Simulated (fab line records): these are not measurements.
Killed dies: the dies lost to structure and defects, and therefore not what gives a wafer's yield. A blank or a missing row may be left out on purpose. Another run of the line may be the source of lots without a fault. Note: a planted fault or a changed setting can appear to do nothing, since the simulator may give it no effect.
fab line records	flow n5Finfet
record: lots: 7	wafers: 39
route steps=1938 shown BEOL_M15@1787
startH: the number of hours between the record's first day and the start of the first shown wafer of the lot	waitH: hours from the lot's prior step to this one	" unchanged from the row above	L1.1+2: several wafers, shown together as one row	- no value, or no start given	* or withheld: withheld	< > ~ a bound
route shown NAME@n: a module of which the file shows steps, and the number in the route of the first	usual: the fault-free wafers' mean and standard deviation	same: alike in all rows	chamber/n: place in a boat	sites: each site's reading	_std_site: how widely they spread, as a standard deviation	_edge_site: the outer-site mean with the inner-site mean subtracted	radiusMm: how far each site lies from the wafer's centre	mask NAME#n: copy n	behind: the last tool/chamber to shape the wafer	hold: why the lot was held/for how many hours/how that ended	device: transistor that didn't switch, given as n, p or np	end of line: the same wafers' tests at the end of the route	a step without rows: its recipe alone	killed: count of dies lost to structure and defects at first sort (not the wafer's yield)	map: shows each die of a wafer: x if killed, . if not, _ if none is there
set.NAME: setting as actually run; set.NAME@STEP: the setting as run at that earlier step	model.NAME: the simulator's own value behind a step, which no gauge read
lots whose settings were changed on purpose; a table a step, a row a wafer
== steps ==
step: N5_BEOL_M15_ETCH_59
recipe: chemistry: N2/H2	target: BARC	targetDepthA: 890	overetchA: 267	timeS: 67.9	ionEnergyEv: 200	pressureMtorr: 30	sourceW: 840	biasW: 150	n2FlowSccm: 200	h2FlowSccm: 200
lot.wafer	tool	chamber	startH	waitH	set.timeS	model.etch.depthNm	model.coat_of_BEOL_M15_COAT_04.thkNm
L077.1	rieDiel-03	0	283.06	0.0	86.71	88.85	699.6
L077.2	"	3	"	"	86.71	89.01	702.2
L077.3	"	2	"	"	86.71	88.74	695.4
L077.4	"	1	"	"	67.9	88.84	715.8
L077.5	"	3	"	"	67.9	88.98	718.8
L077.6	"	2	"	"	67.9	89.15	718
L089.1	rieDiel-06	1	359.19	0.0	67.9	89.15	718
L089.2	"	3	"	"	67.9	89.66	715
L089.3	"	2	"	"	67.9	89.1	716.4
L089.4	"	0	"	"	67.9	89.05	721.4
L089.5	"	3	"	"	67.9	89.4	713.8
L089.6	"	2	"	"	67.9	89.37	715.8
L088.1	rieDiel-05	2	359.64	0.0	55.76	88.03	733.8
L088.2	"	3	"	"	67.9	88.94	718.8
L088.3	"	0	"	"	55.76	88.91	724.4
L088.4	"	2	"	"	67.9	88.77	715.6
L088.5	"	3	"	"	55.76	89.02	729.6
L088.6	"	0	"	"	67.9	89.11	714.2
L090.1	rieDiel-03	3	370.05	0.0	31.85	52.28	754.6
L090.2	"	0	"	"	31.85	51.51	758.4
L090.3	"	2	"	"	31.85	56.33	755
L090.4	"	1	"	"	67.9	89.6	719
L090.5	"	3	"	"	67.9	89.62	723.4
L090.6	"	2	"	"	67.9	89.83	717.6
L093.1	rieDiel-05	3	389.55	0.0	67.9	89.04	722
L093.2	"	1	"	"	67.9	89.07	717.6
L093.3	"	0	"	"	67.9	89.4	717
L093.4	"	3	"	"	67.9	89.18	721.4
L093.5	"	1	"	"	67.9	89.14	718.6
L093.6	"	0	"	"	67.9	89.06	716.6
L092.1	rieDiel-06	2	392.85	0.0	67.9	88.77	712.2
L092.2	"	3	"	"	86.85	88.72	695.2
L092.3	"	1	"	"	86.85	88.78	694
L092.4	"	0	"	"	67.9	88.97	717.4
L092.5	"	3	"	"	86.85	88.89	689.6
L092.6	"	0	"	"	67.9	88.88	717.6
L096.3	rieDiel-06	0	420.87	0.0	67.9	88.77	720.6
L096.4	"	1	"	"	67.9	89.11	718
L096.6	"	3	"	"	67.9	88.53	713.8
step: N5_BEOL_M15_VIA_ETCH_16
recipe: chemistry: C4F8/O2/Ar	target: SiO2	heInnerTorr: 15	heOuterTorr: 30	targetDepthA: 17922	timeS: withheld	ionEnergyEv: 800	pressureMtorr: 20	sourceW: 1905	biasW: 2040	Ar_flow_sccm: 400	C4F8_flow_sccm: 16	O2_flow_sccm: 12	ends: cleared
lot.wafer	tool	chamber	startH	waitH	set.timeS@BEOL_M15_ETCH_59	model.coat_of_BEOL_M15_COAT_04.thkNm
L077.1	rieDiel-03	0	283.11	0.0	*	298.6
L077.2	"	3	"	"	*	320.2
L077.3	"	2	"	"	*	310.4
L077.4	"	1	"	"	*	322.4
L077.5	"	3	"	"	*	329
L077.6	"	2	"	"	*	326.8
L089.1	rieDiel-06	1	359.24	0.0	*	321.4
L089.2	"	3	"	"	*	344.8
L089.3	"	2	"	"	*	329.4
L089.4	"	0	"	"	*	336
L089.5	"	3	"	"	*	327
L089.6	"	2	"	"	*	333.8
L088.1	rieDiel-05	2	359.69	0.0	*	357.6
L088.2	"	3	"	"	*	343.2
L088.3	"	0	"	"	*	344.8
L088.4	"	2	"	"	*	330.2
L088.5	"	3	"	"	*	351.4
L088.6	"	0	"	"	*	331.4
L090.1	rieDiel-03	3	370.10	0.0	*	385
L090.2	"	0	"	"	*	371.2
L090.3	"	2	"	"	*	372.4
L090.4	"	1	"	"	*	331.6
L090.5	"	3	"	"	*	342.4
L090.6	"	2	"	"	*	333
L093.1	rieDiel-05	3	389.60	0.0	*	332.8
L093.2	"	1	"	"	*	330
L093.3	"	0	"	"	*	326.6
L093.4	"	3	"	"	*	326.4
L093.5	"	1	"	"	*	325.8
L093.6	"	0	"	"	*	321.6
L092.1	rieDiel-06	2	392.90	0.0	*	329.4
L092.2	"	3	"	"	*	314
L092.3	"	1	"	"	*	298.2
L092.4	"	0	"	"	*	329.8
L092.5	"	3	"	"	*	300.6
L092.6	"	0	"	"	*	327
L096.3	rieDiel-06	0	420.93	0.0	*	334
L096.4	"	1	"	"	*	314.2
L096.6	"	3	"	"	*	331
== key ==
split: step: N5_BEOL_M15_ETCH_59	setting: timeS	stated: 67.9	by: wafer
response: step: N5_BEOL_M15_ETCH_59	reading: model.etch.depthNm	shape: bent	atLowest: 53.37	atStated: 89.13	atHighest: 88.8
response: step: N5_BEOL_M15_ETCH_59	reading: model.coat_of_BEOL_M15_COAT_04.thkNm	change: -0.703	per: 1%	r: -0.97
response: step: N5_BEOL_M15_VIA_ETCH_16	reading: model.coat_of_BEOL_M15_COAT_04.thkNm	change: -0.764	per: 1%	r: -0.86
